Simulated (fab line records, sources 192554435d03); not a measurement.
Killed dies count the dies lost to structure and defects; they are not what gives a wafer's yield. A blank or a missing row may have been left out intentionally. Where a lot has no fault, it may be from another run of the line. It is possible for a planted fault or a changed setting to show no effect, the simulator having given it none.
fab line records	flow n5Finfet
record: lots: 11	wafers: 33	lastDay: 19
route steps=1938 shown BEOL_M4@1080
lots that met no fault: from a run of the same line without faults
startH: hours from the record's opening day to when the first of the lot's shown wafers began	waitH: hours since the lot's step before	" identical to the entry in the row above	L1.1+2: one row covering several wafers at once	- either no value or no given start	* or withheld: withheld	< > ~ a bound
route shown NAME@n: names a module that has steps shown in the file, with the first one's number in the route	usual: the fault-free wafers' mean and standard deviation	same: alike in all rows	chamber/n: place in a boat	sites: the reading at each site	_std_site: standard deviation across them	_edge_site: mean of outer sites minus mean of inner sites	radiusMm: how far each site lies from the wafer's centre	mask NAME#n: copy n	behind: the tool/chamber that last shaped the wafer	hold: the reason the lot was held/the length of the hold in hours/how it ended	device: which transistor (n, p or np) failed to switch	end of line: the same wafers' tests at the end of the route	a step with no rows: only its recipe	killed: the dies lost at the first sort to structure and to defects; this is not the yield of the wafer	map: dies across one wafer; x = killed, . = not, _ = none there
set.NAME: the run value of the setting; set.NAME@STEP: its run value at that earlier step	model.NAME: the simulator's own value behind a step, which no gauge read
the route's steps for a sample of lots (tables are steps, rows are wafers)
services: the hour from which a tool's chamber was out of use, counted from the record's first day as startH (under 0 if before that day), plus the number of hours and why
== steps ==
step: N5_BEOL_M4_PRE_CLEAN_45
recipe: gas: H2/He	timeS: 30	tempC: 250
usual: heaterPowerW: 339/19
lot.wafer	tool	chamber	startH	waitH	heaterPowerW
L790.3	pvdSputter-02	-	170.38	0.0	308
L790.4	"	-	"	"	317
L790.6	"	-	"	"	356
L792.1	pvdSputter-03	-	181.93	0.0	356
L792.3	"	-	"	"	348
L792.5	"	-	"	"	332
L793.1	pvdSputter-01	-	188.98	0.0	319
L793.2	"	-	"	"	342
L793.6	"	-	"	"	334
L794.2	pvdSputter-02	-	194.90	0.0	336
L794.3	"	-	"	"	338
L794.4	"	-	"	"	319
L796.2	pvdSputter-03	-	198.13	0.0	329
L796.3	"	-	"	"	353
L796.4	"	-	"	"	346
L799.2	pvdSputter-03	-	290.22	0.0	351
L799.4	"	-	"	"	324
L799.6	"	-	"	"	353
L801.1	pvdSputter-01	-	316.10	0.0	345
L801.2	"	-	"	"	303
L801.3	"	-	"	"	323
L807.2	pvdSputter-01	-	316.18	0.0	302
L807.3	"	-	"	"	325
L807.6	"	-	"	"	295
L810.1	pvdSputter-03	-	321.12	0.0	352
L810.4	"	-	"	"	333
L810.5	"	-	"	"	332
L800.3	pvdSputter-02	-	321.64	0.0	304
L800.4	"	-	"	"	343
L800.5	"	-	"	"	313
L811.1	pvdSputter-03	-	335.43	0.0	367
L811.3	"	-	"	"	349
L811.6	"	-	"	"	356
step: N5_BEOL_M4_ALD_84
recipe: material: TaN	targetThkA: *	tempC: 275	aldPrecursorFamily: PDMAT	aldCoReactant: NH3	pressureTorr: 3	carrierFlowSccm: 1500	pulseTimeS: 2	purgeTimeS: 3	coReactantPurgeTimeS: 2	coReactantPulseTimeS: 3	aldCycles: 30	precursorVesselTempC: 75	precursorVesselPressureTorr: 26.25	precursorVesselCarrierSccm: 1000
usual: coReactantPulseTimeS: 3/0	heaterPowerW: 415/48
lot.wafer	tool	chamber	startH	waitH	coReactantPulseTimeS	heaterPowerW
L790.3	aldMetal-02	2	170.46	0.1	3	500
L790.4	"	3	"	"	3	380
L790.6	"	2	"	"	3	516
L792.1	aldMetal-01	1	182.22	0.3	3	372
L792.3	"	3	"	"	3	479
L792.5	"	3	"	"	3	459
L793.1	aldMetal-03	3	189.04	0.0	3	404
L793.2	"	0	"	"	3	365
L793.6	"	2	"	"	3	444
L794.2	aldMetal-01	3	194.96	0.0	3	473
L794.3	"	1	"	"	3	385
L794.4	"	2	"	"	3	405
L796.2	aldMetal-01	0	198.21	0.1	3	362
L796.3	"	1	"	"	3	382
L796.4	"	2	"	"	3	422
L799.2	aldMetal-03	2	290.28	0.0	3	450
L799.4	"	0	"	"	3	359
L799.6	"	1	"	"	3	465
L801.1	aldMetal-03	1	316.18	0.1	3	464
L801.2	"	3	"	"	3	399
L801.3	"	0	"	"	3	370
L807.2	aldMetal-02	1	316.26	0.1	3	373
L807.3	"	3	"	"	3	374
L807.6	"	1	"	"	3	379
L810.1	aldMetal-01	2	321.18	0.0	3	426
L810.4	"	1	"	"	2.2403	399
L810.5	"	3	"	"	2.2403	458
L800.3	aldMetal-01	0	321.75	0.1	3	362
L800.4	"	3	"	"	2.2403	463
L800.5	"	0	"	"	2.2403	362
L811.1	aldMetal-02	0	335.50	0.0	3	421
L811.3	"	2	"	"	3	510
L811.6	"	2	"	"	3	507
step: N5_BEOL_M4_SURFACE_TREAT_85
recipe: gas: Ar	timeS: *	ionEnergyEv: *	ionCurrentMaCm2: 0.5	pressureMtorr: *	arFlowSccm: 30
usual: throttleValvePct: *
lot.wafer	tool	chamber	startH	waitH	throttleValvePct
L790.3	pvdSputter-03	-	170.74	0.2	*
L790.4	"	-	"	"	*
L790.6	"	-	"	"	*
L792.1	pvdSputter-03	-	182.51	0.2	*
L792.3	"	-	"	"	*
L792.5	"	-	"	"	*
L793.1	pvdSputter-03	-	189.31	0.2	*
L793.2	"	-	"	"	*
L793.6	"	-	"	"	*
L794.2	pvdSputter-03	-	195.19	0.1	*
L794.3	"	-	"	"	*
L794.4	"	-	"	"	*
L796.2	pvdSputter-03	-	198.53	0.2	*
L796.3	"	-	"	"	*
L796.4	"	-	"	"	*
L799.2	pvdSputter-03	-	290.50	0.1	*
L799.4	"	-	"	"	*
L799.6	"	-	"	"	*
L801.1	pvdSputter-01	-	316.44	0.2	*
L801.2	"	-	"	"	*
L801.3	"	-	"	"	*
L807.2	pvdSputter-01	-	316.48	0.1	*
L807.3	"	-	"	"	*
L807.6	"	-	"	"	*
L810.1	pvdSputter-03	-	321.50	0.2	*
L810.4	"	-	"	"	*
L810.5	"	-	"	"	*
L800.3	pvdSputter-02	-	321.99	0.1	*
L800.4	"	-	"	"	*
L800.5	"	-	"	"	*
L811.1	pvdSputter-01	-	335.97	0.4	*
L811.3	"	-	"	"	*
L811.6	"	-	"	"	*
step: N5_BEOL_M4_ANNEAL_87
recipe: tempC: 400	timeS: 240	ambient: vacuum
usual: heaterPowerW: 840/48
lot.wafer	tool	chamber	startH	waitH	heaterPowerW
L790.3	pvdSputter-03	-	171.76	0.0	858
L790.4	"	-	"	"	872
L790.6	"	-	"	"	887
L792.1	pvdSputter-03	-	183.83	0.0	897
L792.3	"	-	"	"	875
L792.5	"	-	"	"	917
L793.1	pvdSputter-02	-	190.52	0.0	795
L793.2	"	-	"	"	778
L793.6	"	-	"	"	759
L794.2	pvdSputter-03	-	196.15	0.0	923
L794.3	"	-	"	"	817
L794.4	"	-	"	"	874
L796.2	pvdSputter-02	-	199.67	0.0	870
L796.3	"	-	"	"	810
L796.4	"	-	"	"	786
L799.2	pvdSputter-01	-	293.32	0.0	849
L799.4	"	-	"	"	821
L799.6	"	-	"	"	746
L801.1	pvdSputter-02	-	317.94	0.0	826
L801.2	"	-	"	"	802
L801.3	"	-	"	"	867
L807.2	pvdSputter-03	-	318.74	0.0	907
L807.3	"	-	"	"	826
L807.6	"	-	"	"	859
L810.1	pvdSputter-03	-	322.46	0.0	914
L810.4	"	-	"	"	901
L810.5	"	-	"	"	881
L800.3	pvdSputter-03	-	324.30	0.0	904
L800.4	"	-	"	"	890
L800.5	"	-	"	"	859
L811.1	pvdSputter-01	-	337.33	0.0	820
L811.3	"	-	"	"	783
L811.6	"	-	"	"	883
step: N5_BEOL_M4_RC_MEAS_101
usual: DIBL_N: 36.3/1.9	DIBL_P: 36.0/2.1	IOFF_N: 0.16/0.031	IOFF_P: 0.21/0.035	ION_N: 675/14	ION_P: 464/8.5	SS_N: 71.5/0.6	SS_P: 73.3/0.72	VT_N: 250/3.2	VT_P: -250/3.1
lot.wafer	tool	chamber	startH	waitH	DIBL_N[mV/V]	DIBL_P[mV/V]	IOFF_N[nA/um]	IOFF_P[nA/um]	ION_N[uA/um]	ION_P[uA/um]	SS_N[mV/dec]	SS_P[mV/dec]	VT_N[mV]	VT_P[mV]
L790.3	prober-01	0	174.19	0.3	33.5	31.3	0.11	0.14	649	443	70.3	72.5	254	-258
L790.4	"	0	"	"	37.7	36.1	0.17	0.20	662	455	72.0	73.5	253	-252
L790.6	"	0	"	"	34.6	32.5	0.13	0.15	664	452	71.9	72.4	253	-256
L792.1	prober-02	0	186.04	0.0	36.8	36.4	0.15	0.20	654	452	72.1	73.0	254	-254
L792.3	"	0	"	"	35.1	34.4	0.13	0.18	664	455	70.7	72.6	253	-253
L792.5	"	0	"	"	34.9	34.6	0.13	0.18	668	459	71.4	73.1	253	-253
L793.1	prober-01	0	192.67	0.0	34.9	35.4	0.14	0.21	667	468	71.2	72.8	249	-248
L793.2	"	0	"	"	33.6	34.7	0.13	0.20	671	470	71.3	72.7	250	-248
L793.6	"	0	"	"	33.5	34.3	0.14	0.21	681	480	71.0	72.3	249	-247
L794.2	prober-02	0	198.42	0.2	39.9	40.2	0.22	0.26	692	471	72.2	75.1	247	-246
L794.3	"	0	"	"	38.3	37.8	0.18	0.23	689	473	71.7	73.6	247	-246
L794.4	"	0	"	"	37.1	35.9	0.17	0.21	701	477	71.5	74.6	246	-248
L796.2	prober-01	0	202.23	0.2	33.6	31.7	0.10	0.16	667	464	70.8	71.8	257	-254
L796.3	"	0	"	"	36.4	35.0	0.14	0.21	675	462	72.4	72.9	252	-248
L796.4	"	0	"	"	35.0	34.1	0.12	0.20	663	462	70.9	72.1	255	-249
L799.2	prober-01	0	295.61	0.2	38.0	36.9	0.18	0.25	688	464	71.5	73.6	248	-250
L799.4	"	0	"	"	39.8	38.6	0.22	0.28	686	470	72.1	74.4	247	-246
L799.6	"	0	"	"	36.5	34.7	0.15	0.21	667	458	71.7	72.7	251	-250
L801.1	prober-02	0	320.06	0.0	37.1	36.4	0.16	0.20	672	461	72.1	73.9	255	-252
L801.2	"	0	"	"	37.9	38.7	0.19	0.26	674	468	71.9	74.0	250	-248
L801.3	"	0	"	"	36.8	35.7	0.15	0.21	676	469	71.6	73.9	251	-250
L807.2	prober-01	0	321.02	0.2	36.4	36.4	0.18	0.21	668	460	72.1	73.0	249	-249
L807.3	"	0	"	"	36.8	38.3	0.19	0.24	685	466	71.9	74.0	247	-248
L807.6	"	0	"	"	36.2	37.6	0.18	0.25	681	469	71.6	74.3	246	-246
L810.1	prober-02	0	324.58	0.0	35.8	36.4	0.15	0.23	676	469	72.4	73.1	251	-249
L810.4	"	0	"	"	34.3	34.6	0.13	0.19	673	465	71.7	72.1	253	-250
L810.5	"	0	"	"	36.3	36.0	0.15	0.21	676	465	72.0	72.5	251	-249
L800.3	prober-01	0	326.96	0.3	36.0	36.1	0.17	0.25	686	473	71.2	72.8	246	-243
L800.4	"	0	"	"	35.6	35.3	0.16	0.23	681	468	71.7	72.9	247	-249
L800.5	"	0	"	"	36.2	35.1	0.17	0.22	678	467	71.7	73.2	247	-248
L811.1	prober-01	0	340.67	0.0	36.2	36.7	0.15	0.21	668	460	71.1	73.1	250	-249
L811.3	"	0	"	"	36.5	36.7	0.15	0.21	668	458	70.7	73.2	251	-248
L811.6	"	0	"	"	36.9	37.3	0.16	0.21	665	457	71.4	74.1	251	-250
== services ==
tool	chamber	startH	hours	kind
aldMetal-03	-	161.14	1.1	repair
aldMetal-02	0	184.41	9.5	repair
aldMetal-01	-	231.08	2.8	pm
pvdSputter-01	-	273.00	6.9	repair
aldMetal-03	3	287.03	5.3	repair
pvdSputter-01	-	303.61	2.6	repair
aldMetal-01	1	328.35	30.4	repair
aldMetal-01	-	337.25	14.0	pm
aldMetal-01	0	337.25	14.0	ventCycle
aldMetal-01	2	337.25	14.0	ventCycle
aldMetal-01	3	337.25	14.0	ventCycle
== key ==
firstSign: step: N5_BEOL_M4_ALD_84	reading: coReactantPulseTimeS	direction: down	sigmas: 99+	usual: *	struck: *
effect none on later readings
metAt N5_BEOL_M4_ALD_84
struckLots L800,L810
struckWafers L800.4,L800.5,L810.4,L810.5
notActingAt N5_BEOL_M4_PRE_CLEAN_45,N5_BEOL_M4_SURFACE_TREAT_85,N5_BEOL_M4_ANNEAL_87
onsetBetween 198.21 321.18
fault: kind: processParameterDrift	tool: aldMetal-01	chamber: -	onsetH: 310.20	steps: N5_BEOL_M4_ALD_84	channel: coReactantPulseTimeS	offset: *	shape: step	endH: 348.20	scope: struckWafersOnly	actsIn: *	stated: *
